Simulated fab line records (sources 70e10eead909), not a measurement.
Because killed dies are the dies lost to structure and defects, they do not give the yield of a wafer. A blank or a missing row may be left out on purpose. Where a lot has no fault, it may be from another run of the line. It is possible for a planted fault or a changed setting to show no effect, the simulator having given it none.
fab line records	flow nand_harc
record: lots: 13	wafers: 39	last_day: 34
route steps=1302 shown P_GATE@174
lots with no fault: from the same line, run without faults
start_h: hours from the record's first day to the start of the lot's first wafer shown	wait_h: time in hours since the lot's previous step	" the same as in the row above	L1.1+2: one row covering several wafers at once	- value missing, or start not given	* or withheld: withheld	< > ~ a bound
route shown NAME@n: NAME is a module with steps in the file, n the number in the route of the first one	usual: average and standard deviation across the fault-free wafers	same: alike in all rows	chamber/n: place in a boat	sites: per-site readings	_std_site: standard deviation of those values	_edge_site: the outer-site mean with the inner-site mean subtracted	radius_mm: how far each site lies from the wafer's centre	mask NAME#n: copy n	behind: the tool/chamber that last shaped the wafer	hold: what put the lot on hold/how long, in hours/how the hold closed	device: the transistor (n, p or np) that didn't switch	end of line: the same wafers' tests at the end of the route	for a step that has no rows: nothing shown but its recipe	killed: count of dies lost to structure and defects at first sort (not the wafer's yield)	map: per-die view of a wafer (x killed, . not killed, _ where there is no die)
set.NAME: the setting the step ran with; set.NAME@STEP: the setting that earlier step ran with	model.NAME: the simulator's own value behind a step, which no gauge read
the route's steps for a sample of lots (tables are steps, rows are wafers)
services: the hour from which a tool's chamber was out of use, counted from the record's first day as start_h (under 0 if before that day), plus the number of hours and why
== steps ==
step: NHARC_P_GATE_STRIP_111
recipe: power_w: 1500	temp_c: 110	time_s: 250	chemistry: N2/H2
usual: drypump_motor_current_A: 6.1/0.46	heater_power_w: 85/6.2	rf_refl_power_W: 26/8.9
lot.wafer	tool	chamber	start_h	wait_h	drypump_motor_current_A	heater_power_w	rf_hours_counter_h	rf_refl_power_W
L801.3	plasma_asher-02	1	114.39	0.2	5.7	81	-	39
L801.4	"	0	"	"	6.6	91	-	17
L801.6	"	1	"	"	5.7	80	-	37
L802.2	plasma_asher-01	1	117.94	0.2	6.5	84	28	29
L802.1	"	0	"	"	5.5	79	28	20
L802.4	"	1	"	"	6.5	82	-	28
L803.1	plasma_asher-02	1	124.69	0.2	5.7	80	9	38
L803.4	"	1	"	"	5.7	79	-	37
L803.6	"	1	"	"	5.7	79	-	39
L805.2	plasma_asher-02	0	155.63	0.2	6.6	91	16	17
L805.3	"	0	"	"	6.6	89	-	17
L805.4	"	1	"	"	5.7	79	-	38
L806.1	plasma_asher-02	0	162.19	0.2	6.6	91	17	17
L806.4	"	1	"	"	5.7	80	-	38
L806.5	"	1	"	"	5.7	80	-	36
L816.2	plasma_asher-02	1	258.52	0.2	5.7	76	0	39
L816.3	"	1	"	"	5.7	77	-	36
L816.4	"	0	"	"	6.6	96	-	18
L817.2	plasma_asher-02	0	274.93	0.2	6.6	98	4	17
L817.3	"	1	"	"	5.7	76	-	40
L817.4	"	0	"	"	6.6	95	-	17
L818.2	plasma_asher-02	1	282.41	0.4	5.7	79	7	39
L818.4	"	0	"	"	6.6	94	-	17
L818.5	"	1	"	"	5.7	78	-	38
L819.1	plasma_asher-02	0	288.76	0.2	6.6	94	8	17
L819.3	"	1	"	"	5.7	75	-	37
L819.6	"	1	"	"	5.7	78	-	37
L820.1	plasma_asher-01	0	303.98	0.2	5.5	85	25	20
L820.4	"	0	"	"	5.5	82	-	20
L820.6	"	1	"	"	6.5	82	-	29
L822.1	plasma_asher-02	0	316.74	0.2	6.6	97	13	17
L822.3	"	1	"	"	5.7	77	-	35
L822.5	"	1	"	"	5.7	79	-	37
L824.1	plasma_asher-01	0	336.13	0.2	5.5	84	32	20
L824.4	"	0	"	"	5.5	84	-	21
L824.5	"	1	"	"	6.5	80	-	28
L823.2	plasma_asher-02	0	336.65	0.2	6.6	95	17	16
L823.5	"	0	"	"	6.6	96	-	17
L823.6	"	1	"	"	5.7	76	-	37
step: NHARC_P_GATE_CD_MEAS_59
recipe: target_cd_nm: 720	landing_energy_ev: 500
usual: cd_nm: 719.4/1.4
lot.wafer	tool	chamber	start_h	wait_h	cd_nm
L801.3	cd_sem-03	0	115.52	-	722.4
L801.4	"	0	"	"	721.1
L801.6	"	0	"	"	720.3
L802.1	cd_sem-03	0	119.17	-	720.7
L802.2	"	0	"	"	719.8
L802.4	"	0	"	"	719.2
L803.1	cd_sem-01	0	125.79	-	718.7
L803.4	"	0	"	"	720.6
L803.6	"	0	"	"	719.1
L805.2	cd_sem-02	0	156.86	-	717.2
L805.3	"	0	"	"	717.5
L805.4	"	0	"	"	720.5
L806.1	cd_sem-02	0	163.26	-	719.1
L806.4	"	0	"	"	718.3
L806.5	"	0	"	"	717.8
L816.2	cd_sem-02	0	259.75	-	718.9
L816.3	"	0	"	"	719.9
L816.4	"	0	"	"	721.6
L817.2	cd_sem-01	0	276.13	-	719.4
L817.3	"	0	"	"	721.5
L817.4	"	0	"	"	719.6
L818.2	cd_sem-02	0	283.52	-	717.9
L818.4	"	0	"	"	718.9
L818.5	"	0	"	"	716.6
L819.1	cd_sem-01	0	289.94	-	718.7
L819.3	"	0	"	"	720.2
L819.6	"	0	"	"	720.2
L820.1	cd_sem-01	0	305.16	-	719.3
L820.4	"	0	"	"	720.4
L820.6	"	0	"	"	720.5
L822.1	cd_sem-01	0	317.91	-	720.2
L822.3	"	0	"	"	718.0
L822.5	"	0	"	"	718.6
L824.1	cd_sem-01	0	337.17	-	720.4
L824.4	"	0	"	"	720.5
L824.5	"	0	"	"	720.2
L823.2	cd_sem-02	0	337.87	-	720.7
L823.5	"	0	"	"	719.5
L823.6	"	0	"	"	719.8
step: NHARC_P_GATE_EXPOSE_88
recipe: na: 0.6	target_cd_nm: 2000	dose_mj: 11.87	mask_id: P_HVN
lot.wafer	tool	chamber	start_h	wait_h	mask
L801.3+4+6	krf_scanner-02	0	117.08	-	P_HVN#0
L802.1+2+4	krf_scanner-03	0	120.72	-	P_HVN#0
L803.1+4+6	krf_scanner-02	0	127.34	-	P_HVN#0
L805.2+3+4	krf_scanner-03	0	158.29	-	P_HVN#0
L806.1+4+5	krf_scanner-03	0	164.68	-	P_HVN_R1#0
L816.2+3+4	krf_scanner-02	0	261.30	-	P_HVN#0
L817.2+3+4	krf_scanner-03	0	277.71	-	P_HVN#0
L818.2+4+5	krf_scanner-03	0	285.08	-	P_HVN#0
L819.1+3+6	krf_scanner-03	0	291.36	-	P_HVN#0
L820.1+4+6	krf_scanner-03	0	306.59	-	P_HVN#0
L822.1+3+5	krf_scanner-03	0	319.47	-	P_HVN#0
L824.1+4+5	krf_scanner-03	0	338.59	-	P_HVN#0
L823.2+5+6	krf_scanner-03	0	339.30	-	P_HVN#0
step: NHARC_P_GATE_CD_MEAS_91
recipe: target_cd_nm: 2000	landing_energy_ev: 500
usual: cd_nm: 1999.9/1.3
lot.wafer	tool	chamber	start_h	wait_h	cd_nm
L801.3	cd_sem-03	0	117.23	-	2001.8
L801.4	"	0	"	"	2000.8
L801.6	"	0	"	"	2000.5
L802.1	cd_sem-01	0	120.87	-	2000.8
L802.2	"	0	"	"	1998.6
L802.4	"	0	"	"	2000.2
L803.1	cd_sem-02	0	127.50	-	1998.6
L803.4	"	0	"	"	1999.4
L803.6	"	0	"	"	1998.5
L805.2	cd_sem-02	0	158.45	-	1999.7
L805.3	"	0	"	"	2000.8
L805.4	"	0	"	"	1999.9
L806.1	cd_sem-03	0	164.83	-	2026.1
L806.4	"	0	"	"	2027.0
L806.5	"	0	"	"	2025.3
L816.2	cd_sem-02	0	261.46	-	2000.2
L816.3	"	0	"	"	1999.7
L816.4	"	0	"	"	1999.8
L817.2	cd_sem-02	0	277.87	-	2000.3
L817.3	"	0	"	"	1999.6
L817.4	"	0	"	"	2000.4
L818.2	cd_sem-02	0	285.24	-	2002.3
L818.4	"	0	"	"	2002.3
L818.5	"	0	"	"	2000.0
L819.1	cd_sem-02	0	291.52	-	2000.6
L819.3	"	0	"	"	1998.5
L819.6	"	0	"	"	1999.7
L820.1	cd_sem-02	0	306.74	-	1999.5
L820.4	"	0	"	"	2000.2
L820.6	"	0	"	"	1999.8
L822.1	cd_sem-02	0	319.63	-	2000.6
L822.3	"	0	"	"	2001.2
L822.5	"	0	"	"	2003.0
L824.1	cd_sem-01	0	338.74	-	1998.5
L824.4	"	0	"	"	1998.7
L824.5	"	0	"	"	1998.8
L823.2	cd_sem-01	0	339.45	-	2000.1
L823.5	"	0	"	"	2001.2
L823.6	"	0	"	"	1999.6
step: NHARC_P_GATE_STRIP_113
recipe: power_w: 1500	temp_c: 110	time_s: 740	chemistry: N2/H2
usual: drypump_motor_current_A: 6.1/0.46	heater_power_w: 84/6	rf_refl_power_W: 26/8.8
lot.wafer	tool	chamber	start_h	wait_h	drypump_motor_current_A	heater_power_w	rf_hours_counter_h	rf_refl_power_W
L801.3	plasma_asher-02	0	118.02	0.4	6.6	91	-	17
L801.4	"	1	"	"	5.7	77	-	36
L801.6	"	1	"	"	5.7	78	-	37
L802.2	plasma_asher-02	0	121.40	0.2	6.6	88	8	17
L802.1	"	1	"	"	5.7	81	8	35
L802.4	"	0	"	"	6.6	90	-	17
L803.1	plasma_asher-02	0	128.03	0.2	6.6	89	10	17
L803.4	"	1	"	"	5.7	81	-	38
L803.6	"	1	"	"	5.7	82	-	39
L805.2	plasma_asher-01	0	159.09	0.3	5.5	77	35	21
L805.3	"	1	"	"	6.5	84	-	29
L805.4	"	0	"	"	5.5	77	-	21
L806.1	plasma_asher-02	1	165.38	0.2	5.7	79	18	39
L806.4	"	1	"	"	5.7	80	-	39
L806.5	"	0	"	"	6.6	92	-	18
L816.2	plasma_asher-01	0	262.40	0.3	5.5	86	17	20
L816.3	"	1	"	"	6.4	80	-	29
L816.4	"	0	"	"	5.5	84	-	20
L817.2	plasma_asher-02	0	278.40	0.2	6.6	96	5	17
L817.4	"	0	"	"	6.6	94	-	17
L817.3	"	1	"	"	5.7	77	-	37
L818.2	plasma_asher-01	0	285.89	0.3	5.5	83	21	20
L818.4	"	0	"	"	5.5	85	-	20
L818.5	"	1	"	"	6.5	80	-	28
L819.1	plasma_asher-02	0	292.05	0.2	6.6	98	10	17
L819.3	"	0	"	"	6.6	96	-	16
L819.6	"	0	"	"	6.6	97	-	17
L820.1	plasma_asher-01	0	307.39	0.3	5.5	83	26	21
L820.4	"	0	"	"	5.5	82	-	20
L820.6	"	0	"	"	5.5	86	-	20
L822.1	plasma_asher-02	1	320.28	0.3	5.7	76	14	37
L822.3	"	0	"	"	6.6	95	-	17
L822.5	"	1	"	"	5.7	75	-	40
L824.1	plasma_asher-01	1	339.30	0.2	6.4	82	33	29
L824.4	"	1	"	"	6.4	80	-	28
L824.5	"	1	"	"	6.4	81	-	27
L823.2	plasma_asher-02	1	340.00	0.2	5.7	77	18	37
L823.6	"	1	"	"	5.7	76	-	39
L823.5	"	0	"	"	6.6	95	-	17
== services ==
tool	chamber	start_h	hours	kind
krf_scanner-02	-	94.00	4.0	pm
plasma_asher-01	-	128.10	3.5	repair
krf_scanner-02	-	133.89	2.8	repair
krf_scanner-03	-	137.88	5.4	repair
plasma_asher-01	-	165.13	9.0	pm
plasma_asher-01	0	165.13	9.0	vent_cycle
plasma_asher-01	1	165.13	9.0	vent_cycle
krf_scanner-02	-	165.47	2.3	repair
plasma_asher-01	0	174.13	-	clean
plasma_asher-01	1	174.13	-	clean
krf_scanner-02	0	192.77	-	calibration
krf_scanner-03	-	223.05	8.6	repair
plasma_asher-02	-	249.29	9.0	pm
plasma_asher-02	0	249.29	9.0	vent_cycle
plasma_asher-02	1	249.29	9.0	vent_cycle
krf_scanner-03	-	255.10	0.6	repair
plasma_asher-02	0	258.29	-	clean
plasma_asher-02	1	258.29	-	clean
krf_scanner-02	-	266.00	4.0	pm
plasma_asher-01	-	280.99	4.6	repair
krf_scanner-02	-	293.86	1.0	repair
krf_scanner-02	-	339.18	3.0	repair
== key ==
first_sign: step: NHARC_P_GATE_EXPOSE_88	reading: mask	direction: changed
effect: step: NHARC_P_GATE_CD_MEAS_91	reading: cd_nm	direction: up	sigmas: 20	usual: 1999.9	struck: 2026.1
met_at NHARC_P_GATE_EXPOSE_88
struck_lots L806
tester_left_out L806
not_acting_at NHARC_P_GATE_STRIP_111,NHARC_P_GATE_CD_MEAS_59,NHARC_P_GATE_STRIP_113
onset_between 158.29 164.68
fault: kind: wrong_mask	tool: any	chamber: -	onset_h: 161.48	steps: NHARC_P_GATE_EXPOSE_88	aux_copy: P_HVN_R1#0	cd_offset_nm: 26.3	scope: struck_lots_only
tester_left_out: of these lots the tester's yield and bins aren't shown, on N5 and GAA mostly nor the transistor test; their killed dies are dies lost to structure and defects alone, not to doping, threshold or leakage, so they don't give the yield
